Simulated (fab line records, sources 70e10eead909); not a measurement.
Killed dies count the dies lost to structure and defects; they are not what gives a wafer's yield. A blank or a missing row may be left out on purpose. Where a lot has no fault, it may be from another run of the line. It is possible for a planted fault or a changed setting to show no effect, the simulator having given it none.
Chamber matching	flow nand harc	3 sister chambers for NHARC_P_M1_PRE_CLEAN_32 on pecvd-01
The step time 12 s. 6 wafers are shown with their chamber, then 8 later ones without.

## WAFERS, EACH WITH ITS CHAMBER
wafer	chamber	heater power w (W)
L083.3	1	554
L083.5	2	538
L084.1	1	543
L084.2	2	624
L084.3	0	542
L086.2	0	590

## WAFERS WITH NO CHAMBER GIVEN
wafer	heater power w (W)
L086.4	584
L086.6	622
L088.3	638
L088.5	595
L088.6	638
L097.1	568
L097.3	603
L097.4	624

## WHICH CHAMBER EACH WENT THROUGH
wafer	from the rows above	in truth
L086.4	can't be placed: 2 or 0 or 1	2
L086.6	can't be placed: 2 or 0 or 1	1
L088.3	can't be placed: 2 or 0 or 1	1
L088.5	can't be placed: 2 or 0 or 1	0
L088.6	can't be placed: 2 or 0 or 1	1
L097.1	can't be placed: 0 or 2 or 1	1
L097.3	can't be placed: 2 or 0 or 1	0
L097.4	can't be placed: 2 or 0 or 1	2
0 of 8 placed correctly. These rows do not allow placing 8 (true chamber among the candidates in 8). 0 placed wrongly.
How it was worked out, from the rows above alone: a wafer's distance from a chamber is the root of the sum, over the readings, of the square of ((its reading less the chamber's mean) divided by the reading's scatter). The wafer belongs to the nearest chamber; if the next one is less than 2 further off, it can't be placed. Each chamber's mean is taken over the wafers shown for it. The scatter: the root of (the sum of the squares of (reading less its chamber's mean) over the shown wafers, divided by (wafers less chambers)).
